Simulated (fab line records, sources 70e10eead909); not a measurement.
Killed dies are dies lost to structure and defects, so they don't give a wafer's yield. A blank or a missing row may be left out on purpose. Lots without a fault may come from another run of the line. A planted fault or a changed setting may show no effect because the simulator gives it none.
Chamber matching | flow nand_harc | NHARC_P_M1_ETCH_35 on rie_diel-09: 4 sister chambers
The step etches the open film in N2/H2, target depth 40 nm, overetch 12 nm, time 43.94 s. 24 wafers are shown with their chamber, then 12 later ones without.

WAFERS WITH THEIR CHAMBER
wafer  | chamber | drypump_motor_current_A (A) | rf_vpp_V (V) | oes_product_au (a.u.)
L075.1 | 2       | 5.8                         | 430          | 0.999
L075.2 | 0       | 6.1                         | 433          | 1.000
L075.4 | 3       | 5.9                         | 435          | 0.998
L077.1 | 0       | 6.1                         | 436          | 1.008
L077.5 | 1       | 5.8                         | 429          | 1.007
L077.6 | 0       | 6.1                         | 434          | 0.995
L076.2 | 0       | 6.1                         | 434          | 1.000
L076.4 | 1       | 5.9                         | 428          | 1.012
L076.6 | 2       | 5.8                         | 431          | 1.021
L076.1 | 3       | 5.9                         | 435          | 0.997
L076.3 | 2       | 5.9                         | 430          | 1.011
L076.5 | 1       | 5.9                         | 427          | 1.006
L078.3 | 2       | 5.8                         | 429          | 1.008
L078.4 | 1       | 5.9                         | 430          | 1.011
L078.5 | 1       | 5.8                         | 426          | 1.007
L078.1 | 0       | 6.1                         | 435          | 1.012
L078.2 | 3       | 5.8                         | 434          | 1.002
L078.6 | 2       | 5.8                         | 429          | 1.015
L082.1 | 0       | 6.1                         | 434          | 1.010
L082.3 | 3       | 5.8                         | 434          | 1.009
L082.6 | 3       | 5.9                         | 435          | 1.014
L084.1 | 2       | 5.8                         | 432          | 0.997
L084.4 | 0       | 6.1                         | 435          | 1.000
L084.6 | 1       | 5.9                         | 427          | 0.995

SIGNATURES (means of the wafers above)
reading                 | chamber 0 | chamber 1 | chamber 2 | chamber 3 | scatter within a chamber
drypump_motor_current_A | 6.100     | 5.867     | 5.817     | 5.860     | 0.041
rf_vpp_V                | 434.43    | 427.83    | 430.17    | 434.60    | 1.11
oes_product_au          | 1.00357   | 1.00633   | 1.00850   | 1.00400   | 0.00731
Rule: a wafer's distance from a chamber is the root of the sum, over the readings, of the square of ((its reading less the chamber's mean) divided by the reading's scatter). The wafer belongs to the nearest chamber; if the next one is less than 2 further off, it can't be placed. The scatter: the root of (the sum of the squares of (reading less its chamber's mean) over the shown wafers, divided by (wafers less chambers)).

WAFERS WITHOUT THEIR CHAMBER
wafer  | drypump_motor_current_A (A) | rf_vpp_V (V) | oes_product_au (a.u.)
L090.1 | 5.9                         | 427          | 1.008
L090.5 | 5.9                         | 434          | 1.013
L090.6 | 5.8                         | 430          | 1.014
L093.1 | 6.0                         | 434          | 1.004
L093.2 | 5.9                         | 427          | 0.993
L093.4 | 5.8                         | 430          | 1.013
L092.1 | 5.9                         | 428          | 0.993
L092.5 | 5.8                         | 429          | 0.994
L092.6 | 5.9                         | 436          | 0.995
L094.2 | 5.8                         | 428          | 0.994
L094.3 | 6.1                         | 434          | 1.003
L094.6 | 6.0                         | 434          | 0.995

WHICH CHAMBER EACH WENT THROUGH
wafer  | from the rows above     | in truth
L090.1 | 1                       | 1
L090.5 | 3                       | 3
L090.6 | can't be placed: 2 or 1 | 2
L093.1 | can't be placed: 0 or 3 | 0
L093.2 | can't be placed: 1 or 2 | 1
L093.4 | can't be placed: 2 or 1 | 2
L092.1 | can't be placed: 1 or 2 | 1
L092.5 | can't be placed: 2 or 1 | 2
L092.6 | 3                       | 3
L094.2 | can't be placed: 1 or 2 | 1
L094.3 | 0                       | 0
L094.6 | can't be placed: 0 or 3 | 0
Placed correctly: 4 of 12. Can't be placed from these rows: 8 (the true chamber is among the candidates in 8). Placed wrongly: 0.
